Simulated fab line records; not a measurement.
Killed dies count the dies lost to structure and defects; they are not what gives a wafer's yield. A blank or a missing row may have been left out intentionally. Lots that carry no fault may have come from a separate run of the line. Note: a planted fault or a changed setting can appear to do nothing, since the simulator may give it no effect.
fab line records	flow n5Finfet
[record] lots = 14	wafers = 42	lastDay = 18
route steps=1938 shown GATE_CUT@473 BEOL_M4@1111
lots with no fault: from the same line, run without faults
startH: hours from the record's first day to the start of the lot's first wafer shown	waitH: hours elapsed since this lot's preceding step	" identical to the entry in the row above	L1.1+2: one row covering several wafers at once	- either no value or no given start	* or withheld: withheld	< > ~ a bound
route shown NAME@n: a module of which the file shows steps, and the number in the route of the first	usual: mean/standard deviation taken from wafers without a fault	same: alike in all rows	chamber/n: place in a boat	sites: each site's reading	_std_site: the standard deviation of these	_edge_site: outer sites' mean less inner sites'	radiusMm: for every site, how far away it sits from the centre of the wafer	mask NAME#n: copy n	behind: the most recent tool/chamber to have shaped the wafer	hold: cause of the lot's hold/its duration in hours/its outcome	device: names the non-switching transistor (n, p or np)	end of line: tests run on the same wafers once the route is complete	for a step that has no rows: nothing shown but its recipe	killed: not the wafer's yield, but the dies lost to structure and defects at the first sort	map: dies across one wafer; x = killed, . = not, _ = none there
set.NAME: setting as actually run; set.NAME@STEP: the setting as run at that earlier step	model.NAME: the simulator's own value behind a step, which no gauge read
route steps across a sampled set of lots; one table per step, one row per wafer
services: a tool's chamber out of use, with start hour (startH, from the record's first day; less than 0 if before it), hours out, and reason
[[steps]]
[step N5_GATE_CUT_SAC_CAP_01]
[recipe] material = SiNx	targetThkA = 240	tempC = 400	aldPrecursorFamily = SiH2I2	aldCoReactant = N2/H2-plasma	pulseTimeS = 1	aldCycles = 480	purgeTimeS = 2	coReactantPurgeTimeS = 2	pressureTorr = 2
[usual] chamberPressureTorr = 2.000/0.0042	heaterPowerOuterW = 523/47	heaterPowerW = 853/62	precursorPulseHeightRel = 1.000/0.02
[same] aldCycles = 480
lot.wafer	tool	chamber	startH	waitH	chamberPressureTorr	heaterPowerOuterW	heaterPowerW	precursorPulseHeightRel
L317.1	aldSin-03	1	84.45	0.0	2.002	540	836	0.999
L317.3	"	0	"	"	1.996	532	877	1.008
L317.4	"	3	"	"	2.005	578	859	0.998
L318.2	aldSin-01	2	87.78	0.6	2.005	608	1010	0.996
L318.5	"	2	88.87	1.7	2.005	597	1002	1.003
L318.6	"	1	"	"	2.000	476	804	0.989
L319.1	aldSin-02	1	93.33	1.7	1.994	538	854	0.990
L319.2	"	0	"	"	2.003	560	878	0.991
L319.4	"	2	"	"	1.995	447	777	1.015
L320.1	aldSin-02	2	99.67	1.0	2.008	439	773	0.967
L320.4	"	3	"	"	1.999	542	844	1.011
L320.5	"	2	100.76	2.1	2.010	459	787	1.015
L321.3	aldSin-03	1	104.84	0.0	1.996	509	792	0.997
L321.4	"	0	"	"	2.000	517	855	0.984
L321.5	"	1	105.92	1.1	2.002	508	780	1.001
L322.1	aldSin-03	0	109.75	0.2	1.993	524	872	1.022
L322.3	"	1	"	"	2.005	515	797	0.982
L322.4	"	2	"	"	2.003	499	834	1.041
L323.2	aldSin-02	3	119.25	0.0	2.001	552	866	1.014
L323.5	"	1	120.34	1.1	2.007	575	873	1.028
L323.6	"	2	"	"	1.994	455	753	0.984
L329.1	aldSin-01	2	155.20	0.0	1.996	603	1037	0.984
L329.3	"	0	"	"	2.001	613	943	0.977
L329.5	"	1	156.29	1.1	2.004	467	817	0.979
L330.1	aldSin-02	0	161.82	0.0	1.999	571	918	0.994
L330.5	"	2	162.90	1.1	1.997	451	760	1.005
L330.6	"	0	"	"	1.989	567	924	1.058
L331.1	aldSin-03	3	164.19	0.0	1.997	521	843	0.959
L331.2	"	2	"	"	1.991	479	845	0.988
L331.5	"	2	165.27	1.1	1.988	485	816	1.017
L338.1	aldSin-02	1	206.50	0.1	2.005	562	874	0.960
L338.4	"	2	"	"	1.999	455	774	0.991
L338.6	"	3	207.59	1.2	1.999	555	857	1.007
L339.2	aldSin-03	1	214.92	0.0	2.007	513	832	1.004
L339.4	"	2	"	"	2.000	492	814	0.990
L339.5	"	0	216.00	1.1	1.991	527	851	0.982
L340.3	aldSin-03	2	219.28	0.0	2.001	487	812	1.018
L340.5	"	0	220.37	1.1	2.004	520	856	1.020
L340.6	"	1	"	"	2.000	508	787	0.965
L334.3	aldSin-01	0	221.57	0.2	2.003	624	945	1.022
L334.4	"	0	222.66	1.3	1.996	624	948	1.010
L334.5	"	2	"	"	1.993	583	1015	0.974
[step N5_GATE_CUT_EXPOSE_10]
[recipe] maskId = GATE_CUT	na = 0.33	sourceShape = annular	sigmaInner = 0.35	sigmaOuter = 0.8	polarization = unpolarized	targetCdNm = 20	doseMj = 43.25
lot.wafer	tool	chamber	startH	waitH	mask
L317.1+3+4	euvScanner-01	0	87.37	-	GATE_CUT#0
L318.2+5+6	euvScanner-02	0	90.72	-	GATE_CUT#0
L319.1+2+4	euvScanner-01	0	96.29	-	GATE_CUT#0
L320.1+4+5	euvScanner-02	0	102.60	-	GATE_CUT#0
L321.3+4+5	euvScanner-02	0	107.67	-	GATE_CUT#0
L322.1+3+4	euvScanner-02	0	112.57	-	GATE_CUT#0
L323.2+5+6	euvScanner-01	0	122.22	-	GATE_CUT#0
L329.1+3+5	euvScanner-01	0	158.13	-	GATE_CUT#0
L330.1+5+6	euvScanner-01	0	164.62	-	GATE_CUT#0
L331.1+2+5	euvScanner-02	0	168.03	-	GATE_CUT#0
L338.1+4+6	euvScanner-02	0	209.43	-	GATE_CUT#0
L339.2+4+5	euvScanner-02	0	217.73	-	GATE_CUT#0
L340.3+5+6	euvScanner-02	0	222.12	-	GATE_CUT#0
L334.3+4+5	euvScanner-02	0	224.41	-	GATE_CUT#0
[step N5_GATE_CUT_CD_MEAS_13]
[recipe] targetCdNm = 20	landingEnergyEv = 500	detector = seInlens
[usual] cdNm = 19.99/0.26
lot.wafer	tool	chamber	startH	waitH	cdNm
L317.1	cdSem-01	0	87.51	-	20.22
L317.3	"	0	"	"	20.61
L317.4	"	0	"	"	20.05
L318.2	cdSem-02	0	90.84	-	19.71
L318.5	"	0	"	"	19.96
L318.6	"	0	"	"	20.28
L319.1	cdSem-02	0	96.43	-	19.73
L319.2	"	0	"	"	20.05
L319.4	"	0	"	"	20.38
L320.1	cdSem-02	0	102.73	-	19.84
L320.4	"	0	"	"	20.23
L320.5	"	0	"	"	20.01
L321.3	cdSem-03	0	107.79	-	20.17
L321.4	"	0	"	"	19.92
L321.5	"	0	"	"	19.73
L322.1	cdSem-01	0	112.70	-	19.56
L322.3	"	0	"	"	19.83
L322.4	"	0	"	"	19.62
L323.2	cdSem-03	0	122.34	-	20.43
L323.5	"	0	"	"	19.69
L323.6	"	0	"	"	19.53
L329.1	cdSem-01	0	158.26	-	20.37
L329.3	"	0	"	"	20.10
L329.5	"	0	"	"	18.74
L330.1	cdSem-01	0	164.75	-	19.93
L330.5	"	0	"	"	18.61
L330.6	"	0	"	"	17.89
L331.1	cdSem-03	0	168.16	-	19.85
L331.2	"	0	"	"	19.83
L331.5	"	0	"	"	19.94
L338.1	cdSem-03	0	209.56	-	20.02
L338.4	"	0	"	"	20.32
L338.6	"	0	"	"	20.03
L339.2	cdSem-02	0	217.86	-	19.85
L339.4	"	0	"	"	20.31
L339.5	"	0	"	"	20.22
L340.3	cdSem-03	0	222.24	-	19.86
L340.5	"	0	"	"	19.83
L340.6	"	0	"	"	19.88
L334.3	cdSem-02	0	224.53	-	19.80
L334.4	"	0	"	"	19.72
L334.5	"	0	"	"	19.81
[step N5_GATE_CUT_STRIP_41]
[recipe] chemistry = CF4	resist = SiARC	powerW = 300	biasPowerW = 75	pressureMtorr = 50	cf4FlowSccm = 150	rfFrequencyHz = 6e+07
[usual] drypumpMotorCurrentA = 5.9/0.37	oesProductAu = 0.179/0.016	rfVppV = 271.1/1.4	showerheadPlenumPTorr = 1.79/0.06	throttleValvePct = 13.75/0.21
lot.wafer	tool	chamber	startH	waitH	drypumpMotorCurrentA	oesProductAu	rfHoursCounterH	rfVppV	showerheadPlenumPTorr	throttleValvePct
L317.1	rieDiel-05	3	87.85	0.0	5.1	0.163	222	270.9	1.71	13.89
L317.3	"	1	"	"	5.3	0.188	106	270.1	1.72	13.45
L317.4	"	2	"	"	5.0	0.225	6	269.9	1.76	13.48
L318.2	rieDiel-06	2	91.23	0.0	5.5	0.170	204	267.9	1.71	13.74
L318.5	"	1	"	"	6.3	0.185	-	273.8	1.86	13.78
L318.6	"	0	"	"	5.8	0.169	-	271.3	1.86	14.12
L319.1	rieDiel-05	3	96.78	0.0	5.1	0.160	225	268.8	1.71	13.89
L319.2	"	2	"	"	5.0	0.212	9	268.9	1.76	13.50
L319.4	"	0	"	"	6.8	0.194	69	271.4	1.89	13.35
L320.1	rieDiel-03	3	103.08	0.0	5.6	0.179	165	271.0	1.80	13.74
L320.4	"	0	"	"	5.9	0.185	74	271.7	1.82	13.53
L320.5	"	3	"	"	5.6	0.173	-	270.9	1.81	13.75
L321.3	rieDiel-06	0	108.14	0.0	5.8	0.157	217	272.8	1.85	14.14
L321.4	"	1	"	"	6.3	0.184	129	273.0	1.86	13.81
L321.5	"	1	"	"	6.3	0.188	-	272.2	1.86	13.80
L322.1	rieDiel-05	1	113.39	0.0	5.4	0.190	112	270.4	1.72	13.46
L322.3	"	0	"	"	6.8	0.202	73	273.7	1.89	13.35
L322.4	"	3	"	"	5.1	0.151	229	269.4	1.71	13.90
L323.2	rieDiel-03	2	122.69	0.0	6.1	0.170	209	272.6	1.86	13.93
L323.5	"	2	"	"	6.1	0.165	-	272.0	1.86	13.94
L323.6	"	0	"	"	5.9	0.195	-	269.5	1.81	13.55
L329.1	rieDiel-06	3	158.98	0.0	5.9	0.193	69	270.4	1.75	13.55
L329.3	"	1	"	"	6.3	0.183	146	272.5	1.86	13.85
L329.5	"	0	"	"	5.8	0.162	-	271.8	1.85	14.18
L330.1	rieDiel-06	3	165.69	0.0	5.9	0.195	72	271.0	1.75	13.57
L330.5	"	3	"	"	5.9	0.191	-	270.9	1.75	13.57
L330.6	"	2	"	"	5.4	0.166	-	269.9	1.70	13.81
L331.1	rieDiel-06	2	169.01	0.0	5.4	0.159	232	269.0	1.70	13.83
L331.2	"	0	"	"	5.8	0.160	237	272.8	1.85	14.18
L331.5	"	2	"	"	5.5	0.164	-	268.4	1.70	13.82
L338.1	rieDiel-03	3	209.91	0.0	5.6	0.167	187	271.0	1.80	13.81
L338.4	"	1	"	"	6.1	0.174	172	270.8	1.78	13.64
L338.6	"	2	"	"	6.1	0.164	-	271.1	1.86	13.98
L339.2	rieDiel-03	1	218.21	0.0	6.1	0.166	174	270.8	1.78	13.64
L339.4	"	3	"	"	5.6	0.172	189	271.4	1.80	13.80
L339.5	"	0	"	"	5.9	0.184	-	272.2	1.81	13.59
L340.3	rieDiel-03	0	222.59	0.0	5.9	0.185	103	272.6	1.81	13.60
L340.5	"	0	"	"	5.9	0.189	-	270.8	1.81	13.59
L340.6	"	1	"	"	6.1	0.176	-	271.4	1.78	13.64
L334.3	rieDiel-06	0	224.88	0.0	5.8	0.221	4	271.2	1.84	13.62
L334.4	"	0	"	"	5.8	0.224	-	272.9	1.84	13.65
L334.5	"	3	"	"	5.9	0.196	-	270.8	1.74	13.63
[step N5_GATE_CUT_STRIP_42]
[recipe] chemistry = O2	powerW = 400	tempC = 40	pressureMtorr = 30	rfFrequencyHz = 6e+07	biasPowerW = 0	overashFraction = 0.3	o2FlowSccm = 225
[usual] drypumpMotorCurrentA = 5.9/0.37	oesProductAu = 0.77/0.069	rfVppV = 3.7/0.48	showerheadPlenumPTorr = 2.09/0.078	throttleValvePct = 16.83/0.19
lot.wafer	tool	chamber	startH	waitH	drypumpMotorCurrentA	oesProductAu	rfHoursCounterH	rfVppV	showerheadPlenumPTorr	throttleValvePct
L317.1	rieDiel-05	3	87.87	0.0	5.1	0.69	222	3.8	1.98	16.92
L317.3	"	1	"	"	5.4	0.80	106	3.6	2.00	16.50
L317.4	"	2	"	"	5.1	0.96	6	4.6	2.06	16.69
L318.2	rieDiel-06	2	91.25	0.0	5.5	0.73	204	5.0	1.98	16.80
L318.5	"	1	"	"	6.3	0.79	-	3.3	2.20	17.00
L318.6	"	0	"	"	5.8	0.72	-	4.4	2.15	17.10
L319.1	rieDiel-05	3	96.80	0.0	5.1	0.68	225	3.9	1.98	16.94
L319.2	"	2	"	"	5.0	0.94	9	3.5	2.06	16.70
L319.4	"	0	"	"	6.8	0.87	69	3.5	2.22	16.46
L320.1	rieDiel-03	3	103.10	0.0	5.6	0.74	165	4.3	2.08	16.70
L320.4	"	0	"	"	5.9	0.84	74	3.8	2.15	16.80
L320.5	"	3	"	"	5.6	0.75	-	3.3	2.08	16.68
L321.3	rieDiel-06	0	108.16	0.0	5.8	0.72	217	3.7	2.15	17.11
L321.4	"	1	"	"	6.3	0.78	129	3.5	2.19	16.99
L321.5	"	1	"	"	6.3	0.79	-	3.5	2.19	17.00
L322.1	rieDiel-05	1	113.41	0.0	5.4	0.80	112	4.3	2.00	16.52
L322.3	"	0	"	"	6.8	0.86	73	3.0	2.21	16.48
L322.4	"	3	"	"	5.1	0.68	229	3.8	1.98	16.93
L323.2	rieDiel-03	2	122.71	0.0	6.1	0.72	209	3.6	2.17	16.99
L323.5	"	2	"	"	6.1	0.72	-	3.3	2.17	16.98
L323.6	"	0	"	"	5.9	0.83	-	3.6	2.15	16.82
L329.1	rieDiel-06	3	159.00	0.0	5.9	0.86	69	3.7	2.02	16.61
L329.3	"	1	"	"	6.3	0.78	146	4.0	2.19	17.02
L329.5	"	0	"	"	5.8	0.70	-	3.4	2.14	17.14
L330.1	rieDiel-06	3	165.71	0.0	5.9	0.86	72	3.2	2.02	16.62
L330.5	"	3	"	"	5.9	0.85	-	3.7	2.02	16.60
L330.6	"	2	"	"	5.5	0.71	-	4.1	1.97	16.85
L331.1	rieDiel-06	2	169.03	0.0	5.4	0.71	232	4.2	1.97	16.85
L331.2	"	0	"	"	5.8	0.70	237	4.0	2.14	17.15
L331.5	"	2	"	"	5.4	0.71	-	4.6	1.97	16.85
L338.1	rieDiel-03	3	209.93	0.0	5.7	0.72	187	4.2	2.07	16.72
L338.4	"	1	"	"	6.1	0.74	172	3.0	2.10	16.75
L338.6	"	2	"	"	6.1	0.71	-	3.1	2.17	17.00
L339.2	rieDiel-03	1	218.23	0.0	6.1	0.73	174	2.9	2.10	16.76
L339.4	"	3	"	"	5.6	0.72	189	3.3	2.07	16.73
L339.5	"	0	"	"	5.9	0.81	-	4.8	2.14	16.85
L340.3	rieDiel-03	0	222.61	0.0	5.9	0.80	103	3.3	2.14	16.85
L340.5	"	0	"	"	5.9	0.80	-	3.6	2.14	16.86
L340.6	"	1	"	"	6.1	0.74	-	3.8	2.10	16.78
L334.3	rieDiel-06	0	224.90	0.0	5.8	0.98	4	3.5	2.14	16.70
L334.4	"	0	"	"	5.8	0.97	-	3.5	2.14	16.72
L334.5	"	3	"	"	5.9	0.83	-	2.8	2.02	16.65
[step N5_BEOL_M4_RC_MEAS_101]
[usual] DIBL_N = 36.1/1.6	DIBL_P = 35.8/2.1	IOFF_N = 0.16/0.031	IOFF_P = 0.21/0.034	ION_N = 673/12	ION_P = 461/7.2	SS_N = 71.4/0.59	SS_P = 73.3/0.63	VT_N = 250/3.1	VT_P = -250/3.3
lot.wafer	tool	chamber	startH	waitH	DIBL_N[mV/V]	DIBL_P[mV/V]	IOFF_N[nA/um]	IOFF_P[nA/um]	ION_N[uA/um]	ION_P[uA/um]	SS_N[mV/dec]	SS_P[mV/dec]	VT_N[mV]	VT_P[mV]
L317.1	prober-02	0	175.25	0.0	36.1	36.1	0.17	0.21	676	463	71.7	73.4	248	-253
L317.3	"	0	"	"	36.0	35.6	0.16	0.21	670	457	71.8	73.3	249	-250
L317.4	"	0	"	"	36.9	36.0	0.17	0.21	689	465	71.4	74.3	247	-252
L318.2	prober-01	0	175.52	0.2	35.3	35.4	0.15	0.19	674	457	71.6	73.0	249	-251
L318.5	"	0	"	"	38.5	38.8	0.21	0.24	687	461	72.6	73.6	245	-249
L318.6	"	0	"	"	36.4	37.1	0.16	0.23	674	465	71.7	73.4	250	-247
L320.1	prober-02	0	180.90	0.0	34.4	35.0	0.13	0.17	658	451	70.6	73.4	253	-252
L320.4	"	0	"	"	36.0	36.9	0.16	0.21	686	467	71.6	73.6	250	-251
L320.5	"	0	"	"	36.2	36.9	0.16	0.20	670	457	71.4	73.9	250	-253
L319.1	prober-02	0	186.04	0.0	34.3	33.2	0.11	0.15	661	454	71.0	72.4	254	-255
L319.2	"	0	"	"	35.6	35.8	0.13	0.19	663	458	70.2	73.4	251	-254
L319.4	"	0	"	"	35.1	33.9	0.12	0.16	661	460	71.0	72.8	254	-254
L321.3	prober-02	0	201.06	0.3	36.3	36.9	0.17	0.21	683	459	71.6	73.3	250	-253
L321.4	"	0	"	"	36.1	37.0	0.17	0.21	677	457	71.6	73.4	249	-253
L321.5	"	0	"	"	38.2	39.6	0.23	0.27	687	465	72.3	74.0	243	-249
L322.1	prober-01	0	202.86	0.0	39.2	40.4	0.20	0.27	688	470	71.9	74.5	246	-246
L322.3	"	0	"	"	37.8	38.3	0.17	0.25	676	465	71.4	74.2	248	-245
L322.4	"	0	"	"	38.8	38.2	0.19	0.24	675	461	72.3	73.5	252	-248
L323.2	prober-01	0	210.33	0.2	35.0	35.2	0.14	0.18	666	455	71.4	72.9	251	-255
L323.5	"	0	"	"	33.3	31.9	0.10	0.14	649	445	70.9	72.0	261	-256
L323.6	"	0	"	"	35.1	35.1	0.14	0.18	662	452	70.7	73.5	252	-255
L329.1	prober-01	0	250.77	0.0	36.6	36.1	0.16	0.22	667	463	71.8	73.7	249	-248
L329.3	"	0	"	"	36.2	34.7	0.15	0.19	665	457	71.3	72.7	253	-249
L329.5	"	0	"	"	33.7	32.1	0.12	0.16	658	448	70.5	72.8	252	-251
L331.1	prober-02	0	253.84	0.0	37.1	36.5	0.18	0.21	686	469	72.0	73.1	246	-251
L331.2	"	0	"	"	35.9	36.2	0.16	0.21	676	464	71.6	73.7	247	-252
L331.5	"	0	"	"	36.5	36.0	0.17	0.21	678	460	71.8	73.5	248	-252
L330.1	prober-01	0	255.55	0.0	37.8	38.7	0.20	0.28	680	468	71.4	73.7	248	-247
L338.1	prober-01	0	300.74	0.0	36.8	35.8	0.18	0.22	676	465	71.4	73.6	247	-247
L338.4	"	0	"	"	38.2	38.7	0.21	0.29	685	469	72.2	74.5	244	-246
L338.6	"	0	"	"	37.3	36.1	0.17	0.23	675	462	71.9	73.7	249	-249
L339.2	prober-02	0	301.17	0.2	33.8	31.7	0.11	0.18	650	464	70.8	71.4	253	-249
L339.4	"	0	"	"	39.8	39.0	0.26	0.31	699	474	71.7	73.9	241	-241
L339.5	"	0	"	"	37.5	36.7	0.18	0.27	690	471	71.7	73.3	244	-244
L340.3	prober-02	0	310.34	0.3	34.9	36.0	0.16	0.20	682	463	71.6	73.4	248	-247
L340.5	"	0	"	"	35.4	36.3	0.17	0.21	674	461	71.3	74.2	248	-248
L340.6	"	0	"	"	36.7	38.3	0.21	0.24	688	463	72.0	73.9	242	-248
L334.3	prober-01	0	320.46	0.3	36.0	35.9	0.17	0.24	672	463	71.7	73.3	250	-246
L334.4	"	0	"	"	35.1	33.0	0.16	0.19	687	470	71.0	72.7	248	-250
L334.5	"	0	"	"	37.1	36.0	0.18	0.23	669	461	71.3	73.4	246	-248
[[services]]
tool	chamber	startH	hours	kind
rieDiel-05	0	62.71	3.0	repair
aldSin-03	1	67.81	6.7	repair
euvScanner-01	-	71.48	1.0	pm
aldSin-02	0	76.00	12.0	repair
rieDiel-06	1	79.24	2.5	repair
aldSin-03	-	86.62	14.0	pm
rieDiel-06	3	91.35	10.4	repair
euvScanner-02	-	92.80	5.8	pm
euvScanner-02	-	103.18	0.4	repair
euvScanner-02	-	110.87	1.0	pm
rieDiel-03	1	111.25	11.3	repair
euvScanner-01	-	123.37	4.6	pm
rieDiel-05	1	140.23	4.2	repair
rieDiel-05	0	144.19	3.1	repair
aldSin-02	1	147.49	30.3	repair
rieDiel-03	1	156.24	7.0	repair
rieDiel-03	2	158.64	5.7	repair
euvScanner-02	-	167.02	1.0	pm
rieDiel-06	1	171.06	6.3	repair
rieDiel-05	1	185.48	11.0	repair
rieDiel-03	3	202.61	2.6	repair
euvScanner-02	-	202.63	4.6	pm
euvScanner-02	-	215.27	0.1	repair
euvScanner-02	-	223.17	1.0	pm
[[key]]
[firstSign] step = N5_GATE_CUT_CD_MEAS_13	reading = cdNm	direction = down	sigmas = 6.1	usual = 19.99	struck = 18.41
effect none on later readings
metAt N5_GATE_CUT_EXPOSE_10
struckLots L329,L330
struckWafers L329.5,L330.5,L330.6
laterRowsLeftOut L330.5,L330.6
sortLeftOut L329.5,L330.5,L330.6
notActingAt N5_GATE_CUT_SAC_CAP_01,N5_GATE_CUT_STRIP_41,N5_GATE_CUT_STRIP_42
onsetBetween 122.22 158.13
[fault] kind = processParameterDrift	tool = euvScanner-01	chamber = -	onsetH = 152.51	steps = N5_GATE_CUT_EXPOSE_10	channel = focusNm	offset = 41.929	shape = step	endH = 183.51	scope = struckWafersOnly
// sortLeftOut: the simulated sort isn't trusted on such a fault, so these wafers' sort isn't shown, and their yield isn't known
// laterRowsLeftOut: the simulator's readings of these wafers behind a module that went badly wrong aren't trusted and aren't shown, but for the sort
